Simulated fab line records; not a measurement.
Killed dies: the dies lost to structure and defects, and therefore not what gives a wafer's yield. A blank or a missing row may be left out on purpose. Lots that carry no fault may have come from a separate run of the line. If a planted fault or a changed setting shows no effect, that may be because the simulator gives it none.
Problem report, 8D (eight disciplines) form, completed by code || flow n5_finfet || the parts of the form that need people (team, actions taken, sign-off) are left out

== 1. WHAT WENT WRONG ==
Wafers without a fault read 76, standard deviation 30; raw_defect_count at N5_BEOL_M2_INSPECT_59 reads a mean of 298 on 6 wafers belonging to 2 lots. Relative to the usual mean, that is a shift of +7.4 standard deviations.
The step: inspects for defects (darkfield).
Earliest sighting: wafer L146.1 on defect_inspect-01 at day 9 11:37. At this step, 30 wafers from 10 lots have a number in the record. The rule behind "out" and "out of limits": a value lying over 4 standard deviations away from the usual mean. All remaining wafers that have a number are taken as sound.

== 2. WHAT THIS IS AND IS NOT ==
{"question": "which readings at this step", "is": "raw_defect_count", "is not": "-"}
{"question": "which lots", "is": "L146, L147", "is not": "L139, L142, L145, L154, L158, L159, L160, L161"}
{"question": "which wafers of those lots", "is": "all that have a number", "is not": "-"}
{"question": "read on which gauges", "is": "defect_inspect-01", "is not": "defect_inspect-02"}
{"question": "when", "is": "from day 9 11:37", "is not": "up to then (9 sound wafers); but 15 sound wafers of L154, L158, L159, L160, L161 came after"}

== 3. WHAT RULES OUT EACH SUSPECT ==
Counting: a tool at any process step up to the reading remains a suspect when it ran all the lots that are out and ran no sound lot after the first of those.
- the gauge at N5_BEOL_M2_INSPECT_59: kept. All the wafers that are out were read on defect_inspect-01, and no step on other tools shows them out.
- cvd_co-01 at N5_BEOL_M2_CO_CAP_55 (material Co, precursor CCTBA/H2, target thk 2 nm, time 102.1 s): ruled out as a lasting fault. Sound lots L160, L161 ran on it after its first lot that is out, L146 (day 9 11:25).
- pecvd-04 at N5_BEOL_M2_PRE_CLEAN_56 (time 15 s): kept. It processed each lot that is out, first L146 at day 9 11:31, and no sound lot thereafter; up to then, the last sound lot it processed was L145 at day 9 04:11.
The count leaves defect_inspect-01 at N5_BEOL_M2_INSPECT_59 and pecvd-04 at N5_BEOL_M2_PRE_CLEAN_56.

== 4. THE CAUSE (what the simulator had put in) ==
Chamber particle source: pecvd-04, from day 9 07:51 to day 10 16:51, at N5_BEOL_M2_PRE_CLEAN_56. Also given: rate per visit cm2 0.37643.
Of the 2 suspects that counting leaves, this tool is one.

== 5. THE EFFECT CHAIN, in route order ==
One row per reading whose mean, taken over the struck wafers that have a number, lies over 3 standard deviations from the usual. Only readings whose record carries a usual standard deviation are examined. hours: median over the lots of the time between each lot's start at the first step of this table that gives one and its start at this step. sigmas: the change, counted in usual standard deviations.
{"hours": 0, "step": "N5_BEOL_M2_INSPECT_59", "reading": "raw_defect_count", "usual": 76, "on struck wafers": 298, "change": "+222", "sigmas": "+7.4"}
{"hours": 162, "step": "N5_PASSIVATION_PROBE_49", "reading": "defect_limited_yield", "usual": "91.4 %", "on struck wafers": 86.1, "change": -5.3, "sigmas": -4.4}
{"hours": 162, "step": "N5_PASSIVATION_PROBE_49", "reading": "killed_at_M0_to_M3", "usual": 35, "on struck wafers": 102, "change": "+67", "sigmas": "+6.1"}
{"hours": 162, "step": "N5_PASSIVATION_PROBE_49", "reading": "killed_dies", "usual": 102, "on struck wafers": 164, "change": "+62", "sigmas": "+4.1"}
{"hours": 162, "step": "N5_PASSIVATION_PROBE_49", "reading": "sort_bin_5_function", "usual": "5.1 %", "on struck wafers": 9.1, "change": "+4.0", "sigmas": "+4.9"}
{"hours": 162, "step": "N5_PASSIVATION_PROBE_49", "reading": "sort_n_pass", "usual": 1078, "on struck wafers": 1016, "change": -62, "sigmas": -4.1}
{"hours": 162, "step": "N5_PASSIVATION_PROBE_49", "reading": "sort_yield_pct", "usual": "91.4 %", "on struck wafers": 86.1, "change": -5.3, "sigmas": -4.4}
The process steps in it:
- N5_PASSIVATION_PROBE_49
Later steps that measure or inspect, where all struck wafers having a row at the step show a number for every such reading and not one has moved that far: N5_BEOL_M4_RC_MEAS_101.

== 6. HOW IT WOULD HAVE BEEN CAUGHT EARLIER ==
Counted from the fault's start at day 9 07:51, it took 4 hours until the first out-of-limits reading at a measuring or inspecting step in this record, taken at day 9 11:37.
L147, from the lots that are out (2), started N5_BEOL_M2_PRE_CLEAN_56 on pecvd-04 later than day 9 11:37. It would have been spared by a hold on the tool at that moment.
